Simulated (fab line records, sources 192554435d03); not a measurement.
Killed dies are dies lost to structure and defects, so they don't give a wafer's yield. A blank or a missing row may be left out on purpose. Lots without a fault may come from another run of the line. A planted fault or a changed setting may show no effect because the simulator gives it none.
Which tool did it? | flow n5_finfet | 24 lots, 72 wafers sampled, at 5 steps of a route of 1938

WHAT THE GAUGES READ, wafer by wafer
N5_BEOL_M2_THK_MEAS_53: measures by xrf. Usual: M2_THK 41.3 nm, standard deviation 1.6.
lot  | measured     | on            | M2_THK (nm)    | flag
L075 | day 7 14:45  | film_metro-01 | 41.5 39.3 39.4 |
L074 | day 7 16:35  | film_metro-01 | 41.7 41.2 40.6 |
L076 | day 7 21:15  | film_metro-02 | 41.9 40.2 40.6 |
L077 | day 8 04:10  | film_metro-02 | 38.6 37.3 38.1 |
L078 | day 7 23:17  | film_metro-01 | 39.4 40.1 39.6 |
L079 | day 8 10:58  | film_metro-02 | 43.4 41.0 41.4 |
L080 | day 8 12:52  | film_metro-01 | 38.4 40.9 41.1 |
L081 | day 8 12:55  | film_metro-02 | 40.7 41.6 41.0 |
L082 | day 8 20:23  | film_metro-02 | 44.9 44.9 40.6 |
L083 | day 9 12:31  | film_metro-02 | 43.3 43.4 40.9 |
L084 | day 10 13:59 | film_metro-01 | 38.2 40.3 39.4 |
L085 | day 11 00:07 | film_metro-02 | 39.9 42.2 44.3 |
L086 | day 11 00:24 | film_metro-01 | 40.8 42.4 39.3 |
L088 | day 11 06:25 | film_metro-01 | 42.2 40.1 43.1 |
L087 | day 11 06:59 | film_metro-02 | 40.5 39.3 42.6 |
L089 | day 11 15:50 | film_metro-02 | 40.6 43.9 42.4 |
L090 | day 11 18:35 | film_metro-02 | 41.3 41.1 41.2 |
L091 | day 11 18:52 | film_metro-02 | 41.9 45.0 39.5 |
L093 | day 11 22:34 | film_metro-02 | 40.1 37.6 40.1 |
L095 | day 12 07:47 | film_metro-01 | 45.3 42.3 38.6 |
L092 | day 12 04:22 | film_metro-01 | 39.9 40.9 40.0 |
L094 | day 12 15:08 | film_metro-02 | 41.3 41.8 41.2 |
L096 | day 13 01:02 | film_metro-01 | 41.0 42.3 43.0 |
L097 | day 13 13:19 | film_metro-01 | 42.8 43.7 40.0 |

WHICH TOOL RAN EACH LOT (tool, then ch and the chambers of the sampled wafers, then the start)
lot  | N5_BEOL_M2_ETCH_63                 | N5_BEOL_M2_STRIP_66                | N5_BEOL_M2_ALD_98                 | N5_BEOL_M2_VIA_ETCH_34
L075 | rie_diel-01 ch 0,1,2, day 7 09:10  | rie_diel-01 ch 0,1,2, day 7 09:20  | ald_sin-04 ch 2,3, day 7 10:15    | rie_diel-04 ch 1,2, day 7 10:31
L074 | rie_diel-04 ch 0,2, day 7 09:28    | rie_diel-04 ch 0,2, day 7 09:38    | ald_sin-04 ch 1,2,3, day 7 10:34  | rie_diel-04 ch 1,2, day 7 11:01
L076 | rie_diel-01 ch 0,2,3, day 7 10:44  | rie_diel-01 ch 0,2,3, day 7 10:53  | ald_sin-04 ch 0,1,3, day 7 12:14  | rie_diel-04 ch 0,3, day 7 17:28
L077 | rie_diel-03 ch 1,2,3, day 7 11:38  | rie_diel-03 ch 1,2,3, day 7 11:48  | ald_sin-04 ch 0,2,3, day 7 12:52  | rie_diel-03 ch 0,3, day 8 00:18
L078 | rie_diel-03 ch 0,1, day 7 17:14    | rie_diel-03 ch 0,1, day 7 17:24    | ald_sin-04 ch 1,3, day 7 18:14    | rie_diel-01 ch 0,2, day 7 18:36
L079 | rie_diel-03 ch 0,3, day 8 02:01    | rie_diel-03 ch 0,3, day 8 02:11    | ald_sin-04 ch 0,1,3, day 8 03:17  | rie_diel-03 ch 0,1,2, day 8 06:44
L080 | rie_diel-04 ch 1,3, day 8 04:11    | rie_diel-04 ch 1,3, day 8 04:20    | ald_sin-02 ch 0,3, day 8 05:16    | rie_diel-04 ch 1,2, day 8 07:34
L081 | rie_diel-04 ch 1,3, day 8 05:21    | rie_diel-04 ch 1,3, day 8 05:31    | ald_sin-03 ch 0,1,2, day 8 06:19  | rie_diel-01 ch 0,3, day 8 07:34
L082 | rie_diel-01 ch 2,3, day 8 09:10    | rie_diel-01 ch 2,3, day 8 09:20    | ald_sin-03 ch 1,2,3, day 8 10:13  | rie_diel-01 ch 0,1,2, day 8 16:07
L083 | rie_diel-01 ch 1,3, day 8 21:08    | rie_diel-01 ch 1,3, day 8 21:17    | ald_sin-03 ch 2,3, day 8 22:18    | rie_diel-01 ch 1,2,3, day 9 07:53
L084 | rie_diel-04 ch 1,3, day 9 05:47    | rie_diel-04 ch 1,3, day 9 05:57    | ald_sin-02 ch 0,2,3, day 9 07:17  | rie_diel-03 ch 0,1,2, day 10 10:07
L085 | rie_diel-01 ch 1,2,3, day 9 12:40  | rie_diel-01 ch 1,2,3, day 9 12:49  | ald_sin-02 ch 0,2, day 9 13:44    | rie_diel-04 ch 1,2,3, day 10 20:01
L086 | rie_diel-01 ch 0,3, day 9 19:44    | rie_diel-01 ch 0,3, day 9 19:53    | ald_sin-02 ch 0,1,2, day 9 20:55  | rie_diel-01 ch 0,1,3, day 10 20:14
L088 | rie_diel-03 ch 0,2,3, day 10 16:08 | rie_diel-03 ch 0,2,3, day 10 16:17 | ald_sin-03 ch 1,2, day 10 17:27   | rie_diel-04 ch 0,1,3, day 11 01:26
L087 | rie_diel-04 ch 0,2,3, day 11 01:05 | rie_diel-04 ch 0,2,3, day 11 01:15 | ald_sin-03 ch 0,1, day 11 02:14   | rie_diel-03 ch 1,2,3, day 11 03:04
L089 | rie_diel-03 ch 0,1,2, day 11 07:05 | rie_diel-03 ch 0,1,2, day 11 07:15 | ald_sin-02 ch 1,2,3, day 11 08:05 | rie_diel-04 ch 0,2,3, day 11 10:26
L090 | rie_diel-04 ch 0,1,3, day 11 07:08 | rie_diel-04 ch 0,1,3, day 11 07:18 | ald_sin-04 ch 0,2,3, day 11 08:20 | rie_diel-01 ch 0,1,3, day 11 14:42
L091 | rie_diel-01 ch 0,1, day 11 10:39   | rie_diel-01 ch 0,1, day 11 10:49   | ald_sin-04 ch 0,1,2, day 11 11:46 | rie_diel-04 ch 0,2,3, day 11 14:41
L093 | rie_diel-03 ch 1,3, day 11 15:46   | rie_diel-03 ch 1,3, day 11 15:56   | ald_sin-02 ch 1,2, day 11 17:14   | rie_diel-03 ch 1,3, day 11 18:13
L095 | rie_diel-04 ch 1,3, day 11 16:20   | rie_diel-04 ch 1,3, day 11 16:30   | ald_sin-03 ch 2,3, day 11 17:23   | rie_diel-03 ch 0,1,3, day 12 02:56
L092 | rie_diel-04 ch 0,1,3, day 11 18:53 | rie_diel-04 ch 0,1,3, day 11 19:03 | ald_sin-04 ch 0,2,3, day 11 20:43 | rie_diel-01 ch 0,1,2, day 11 21:25
L094 | rie_diel-04 ch 1,2,3, day 12 04:37 | rie_diel-04 ch 1,2,3, day 12 04:46 | ald_sin-03 ch 0,1,3, day 12 06:18 | rie_diel-01 ch 0,1,3, day 12 11:01
L096 | rie_diel-01 ch 0,1,3, day 12 11:31 | rie_diel-01 ch 0,1,3, day 12 11:41 | ald_sin-04 ch 0,1,3, day 12 12:47 | rie_diel-01 ch 1,2,3, day 12 20:50
L097 | rie_diel-03 ch 0,1,2, day 12 18:04 | rie_diel-03 ch 0,1,2, day 12 18:13 | ald_sin-04 ch 0,2,3, day 12 19:13 | rie_diel-01 ch 0,2,3, day 13 09:34
- N5_BEOL_M2_ETCH_63: etches SiARC in CF4, target depth 15.6 nm, time 26 s.
- N5_BEOL_M2_STRIP_66: strips in CF4.
- N5_BEOL_M2_ALD_98: deposits SiO2, target thk 2.5 nm, pulse time 1 s, co reactant pulse time 1 s.
- N5_BEOL_M2_VIA_ETCH_34: etches the open film in C4F6/O2, target depth 69.4 nm, time 65.9 s.

WHAT THE TOOLS THEMSELVES READ (means of the sampled wafers that have a number; where no wafer has one, the mark that the record gives instead)
N5_BEOL_M2_ETCH_63. Usual: drypump_motor_current_A 5.5 A, standard deviation 0.42; etch_rf_on_time_s 25.8 s, standard deviation 0.65; oes_product_au 0.72 a.u., standard deviation 0.068; rf_vpp_V 184.1 V, standard deviation 1.3; showerhead_plenum_p_Torr 2.15 Torr, standard deviation 0.078; throttle_valve_pct 15.53 %, standard deviation 0.2.
lot  | tool        | drypump_motor_current_A (A) | etch_rf_on_time_s (s) | oes_product_au (a.u.) | rf_vpp_V (V) | showerhead_plenum_p_Torr (Torr) | throttle_valve_pct (%) | flag
L075 | rie_diel-01 | 5.6                         | 26.1                  | 0.66                  | 183.8        | 2.12                            | 15.71                  |
L074 | rie_diel-04 | 5.3                         | 26.6                  | 0.66                  | 183.8        | 2.14                            | 15.51                  |
L076 | rie_diel-01 | 5.5                         | 25.9                  | 0.73                  | 183.6        | 2.12                            | 15.53                  |
L077 | rie_diel-03 | 5.5                         | 25.6                  | 0.71                  | 184.7        | 2.19                            | 15.42                  |
L078 | rie_diel-03 | 5.4                         | 25.9                  | 0.70                  | 184.0        | 2.14                            | 15.46                  |
L079 | rie_diel-03 | 5.4                         | 26.5                  | 0.66                  | 182.9        | 2.13                            | 15.56                  |
L080 | rie_diel-04 | 6.3                         | 25.3                  | 0.77                  | 184.5        | 2.16                            | 15.72                  |
L081 | rie_diel-04 | 6.1                         | 25.3                  | 0.80                  | 184.0        | 2.21                            | 15.63                  |
L082 | rie_diel-01 | 5.6                         | 25.7                  | 0.66                  | 182.9        | 2.08                            | 15.69                  |
L083 | rie_diel-01 | 5.0                         | 24.9                  | 0.79                  | 184.6        | 2.19                            | 15.38                  |
L084 | rie_diel-04 | 6.1                         | 25.4                  | 0.77                  | 185.2        | 2.21                            | 15.64                  |
L085 | rie_diel-01 | 5.3                         | 25.5                  | 0.72                  | 183.4        | 2.14                            | 15.55                  |
L086 | rie_diel-01 | 5.3                         | 25.5                  | 0.75                  | 184.2        | 2.13                            | 15.45                  |
L088 | rie_diel-03 | 5.5                         | 26.3                  | 0.64                  | 184.2        | 2.12                            | 15.62                  |
L087 | rie_diel-04 | 5.5                         | 25.8                  | 0.74                  | 184.3        | 2.18                            | 15.47                  |
L089 | rie_diel-03 | 5.4                         | 25.6                  | 0.67                  | 183.4        | 2.12                            | 15.52                  |
L090 | rie_diel-04 | 5.8                         | 25.5                  | 0.76                  | 183.5        | 2.16                            | 15.66                  |
L091 | rie_diel-01 | 5.3                         | 25.6                  | 0.74                  | 184.9        | 2.16                            | 15.46                  |
L093 | rie_diel-03 | 5.4                         | 25.7                  | 0.71                  | 185.2        | 2.25                            | 15.32                  |
L095 | rie_diel-04 | 6.3                         | 25.0                  | 0.74                  | 184.1        | 2.15                            | 15.78                  |
L092 | rie_diel-04 | 5.8                         | 25.1                  | 0.75                  | 184.2        | 2.15                            | 15.66                  |
L094 | rie_diel-04 | 5.9                         | 26.0                  | 0.71                  | 184.5        | 2.17                            | 15.61                  |
L096 | rie_diel-01 | 5.2                         | 25.6                  | 0.73                  | 183.7        | 2.15                            | 15.47                  |
L097 | rie_diel-03 | 5.4                         | 26.0                  | 0.66                  | 183.2        | 2.12                            | 15.55                  |

N5_BEOL_M2_STRIP_66. Usual: drypump_motor_current_A 5.5 A, standard deviation 0.42; oes_product_au 0.82 a.u., standard deviation 0.071; rf_vpp_V 271.2 V, standard deviation 1.7; showerhead_plenum_p_Torr 1.80 Torr, standard deviation 0.065; throttle_valve_pct 13.49 %, standard deviation 0.22.
lot  | tool        | drypump_motor_current_A (A) | oes_product_au (a.u.) | rf_vpp_V (V) | showerhead_plenum_p_Torr (Torr) | throttle_valve_pct (%) | flag
L075 | rie_diel-01 | 5.5                         | 0.77                  | 270.0        | 1.78                            | 13.68                  |
L074 | rie_diel-04 | 5.3                         | 0.77                  | 270.5        | 1.79                            | 13.48                  |
L076 | rie_diel-01 | 5.5                         | 0.84                  | 270.5        | 1.77                            | 13.51                  |
L077 | rie_diel-03 | 5.4                         | 0.81                  | 271.8        | 1.84                            | 13.38                  |
L078 | rie_diel-03 | 5.3                         | 0.81                  | 271.6        | 1.79                            | 13.41                  |
L079 | rie_diel-03 | 5.4                         | 0.77                  | 270.7        | 1.78                            | 13.57                  |
L080 | rie_diel-04 | 6.3                         | 0.89                  | 271.8        | 1.82                            | 13.66                  |
L081 | rie_diel-04 | 6.1                         | 0.91                  | 273.4        | 1.86                            | 13.56                  |
L082 | rie_diel-01 | 5.6                         | 0.75                  | 269.0        | 1.74                            | 13.68                  |
L083 | rie_diel-01 | 5.0                         | 0.90                  | 270.9        | 1.84                            | 13.34                  |
L084 | rie_diel-04 | 6.0                         | 0.88                  | 271.4        | 1.86                            | 13.59                  |
L085 | rie_diel-01 | 5.4                         | 0.81                  | 270.1        | 1.79                            | 13.53                  |
L086 | rie_diel-01 | 5.3                         | 0.86                  | 270.6        | 1.79                            | 13.39                  |
L088 | rie_diel-03 | 5.5                         | 0.75                  | 271.1        | 1.78                            | 13.59                  |
L087 | rie_diel-04 | 5.5                         | 0.86                  | 272.0        | 1.82                            | 13.40                  |
L089 | rie_diel-03 | 5.4                         | 0.78                  | 271.4        | 1.77                            | 13.47                  |
L090 | rie_diel-04 | 5.8                         | 0.87                  | 271.6        | 1.81                            | 13.59                  |
L091 | rie_diel-01 | 5.3                         | 0.86                  | 271.7        | 1.81                            | 13.40                  |
L093 | rie_diel-03 | 5.4                         | 0.82                  | 273.2        | 1.88                            | 13.28                  |
L095 | rie_diel-04 | 6.3                         | 0.84                  | 270.9        | 1.81                            | 13.72                  |
L092 | rie_diel-04 | 5.8                         | 0.86                  | 271.0        | 1.81                            | 13.59                  |
L094 | rie_diel-04 | 5.9                         | 0.82                  | 272.0        | 1.82                            | 13.56                  |
L096 | rie_diel-01 | 5.2                         | 0.83                  | 272.1        | 1.81                            | 13.43                  |
L097 | rie_diel-03 | 5.4                         | 0.77                  | 270.2        | 1.77                            | 13.50                  |

N5_BEOL_M2_ALD_98. Usual: heater_power_w 79 W, standard deviation 8; precursor_pulse_height_rel 1.002, standard deviation 0.019.
lot  | tool       | heater_power_w (W) | precursor_pulse_height_rel | flag
L075 | ald_sin-04 | 78                 | 1.009                      |
L074 | ald_sin-04 | 81                 | 1.010                      |
L076 | ald_sin-04 | 82                 | 1.009                      |
L077 | ald_sin-04 | 79                 | 1.012                      |
L078 | ald_sin-04 | 84                 | 1.011                      |
L079 | ald_sin-04 | 81                 | 1.012                      |
L080 | ald_sin-02 | 74                 | 0.986                      |
L081 | ald_sin-03 | 79                 | 1.007                      |
L082 | ald_sin-03 | 75                 | 0.988                      |
L083 | ald_sin-03 | 78                 | 0.989                      |
L084 | ald_sin-02 | 85                 | 0.998                      |
L085 | ald_sin-02 | 89                 | 0.998                      |
L086 | ald_sin-02 | 85                 | 0.999                      |
L088 | ald_sin-03 | 77                 | 0.989                      |
L087 | ald_sin-03 | 75                 | 0.994                      |
L089 | ald_sin-02 | 83                 | 0.999                      |
L090 | ald_sin-04 | 79                 | 1.030                      |
L091 | ald_sin-04 | 78                 | 0.984                      |
L093 | ald_sin-02 | 83                 | 1.016                      |
L095 | ald_sin-03 | 78                 | 1.004                      |
L092 | ald_sin-04 | 77                 | 0.991                      |
L094 | ald_sin-03 | 77                 | 0.998                      |
L096 | ald_sin-04 | 81                 | 1.007                      |
L097 | ald_sin-04 | 79                 | 1.013                      |

N5_BEOL_M2_VIA_ETCH_34. Usual: drypump_motor_current_A 5.6 A, standard deviation 0.43; oes_product_au 0.84 a.u., standard deviation 0.08; rf_vpp_V 662 V, standard deviation 10; showerhead_plenum_p_Torr 2.86 Torr, standard deviation 0.1; throttle_valve_pct 30.76 %, standard deviation 0.24.
lot  | tool        | drypump_motor_current_A (A) | oes_product_au (a.u.) | rf_vpp_V (V) | showerhead_plenum_p_Torr (Torr) | throttle_valve_pct (%) | flag
L075 | rie_diel-04 | 5.8                         | 0.84                  | 666          | 2.85                            | 30.80                  |
L074 | rie_diel-04 | 5.8                         | 0.84                  | 667          | 2.85                            | 30.78                  |
L076 | rie_diel-04 | 5.3                         | 0.78                  | 659          | 2.88                            | 30.98                  |
L077 | rie_diel-03 | 5.4                         | 0.79                  | 664          | 2.89                            | 30.50                  |
L078 | rie_diel-01 | 5.8                         | 0.77                  | 652          | 2.73                            | 30.75                  |
L079 | rie_diel-03 | 5.4                         | 0.81                  | 668          | 2.83                            | 30.70                  |
L080 | rie_diel-04 | 5.8                         | 0.83                  | 667          | 2.84                            | 30.79                  |
L081 | rie_diel-01 | 5.1                         | 0.92                  | 664          | 2.86                            | 30.57                  |
L082 | rie_diel-01 | 5.6                         | 0.85                  | 660          | 2.80                            | 30.71                  |
L083 | rie_diel-01 | 5.4                         | 0.83                  | 655          | 2.83                            | 30.58                  |
L084 | rie_diel-03 | 5.5                         | 0.80                  | 668          | 2.83                            | 30.73                  |
L085 | rie_diel-04 | 5.9                         | 0.85                  | 664          | 2.88                            | 30.87                  |
L086 | rie_diel-01 | 5.2                         | 0.88                  | 665          | 2.86                            | 30.63                  |
L088 | rie_diel-04 | 5.8                         | 0.89                  | 663          | 2.86                            | 30.98                  |
L087 | rie_diel-03 | 5.5                         | 0.79                  | 656          | 2.90                            | 30.63                  |
L089 | rie_diel-04 | 5.5                         | 0.86                  | 660          | 2.89                            | 30.75                  |
L090 | rie_diel-01 | 5.2                         | 0.86                  | 665          | 2.86                            | 30.64                  |
L091 | rie_diel-04 | 5.5                         | 0.86                  | 659          | 2.89                            | 30.75                  |
L093 | rie_diel-03 | 5.4                         | 0.83                  | 661          | 2.99                            | 30.53                  |
L095 | rie_diel-03 | 5.4                         | 0.79                  | 667          | 2.90                            | 30.58                  |
L092 | rie_diel-01 | 5.6                         | 0.89                  | 663          | 2.90                            | 30.81                  |
L094 | rie_diel-01 | 5.2                         | 0.85                  | 664          | 2.85                            | 30.64                  |
L096 | rie_diel-01 | 5.4                         | 0.88                  | 659          | 2.93                            | 30.68                  |
L097 | rie_diel-01 | 5.5                         | 0.86                  | 661          | 2.89                            | 30.76                  |

THE ANSWER, worked out from the rows above alone
Rule: a lot is off if the mean of its wafers that have a number lies more than 3 standard deviations from the usual mean. A lot without any number at a reading at which 4 lots or more have one is off too. The other lots that the step has rows for count as sound. The gauges are gone through in route order, then the tools' own readings, and for those a lot's mean is taken as printed above. The first step at which some lot is off is used, and at that step the reading that is off furthest; a lot without a number counts as furthest.
No lot is off at any reading shown: from this, nothing can be told.

WHAT THE SIMULATOR HAD PUT IN
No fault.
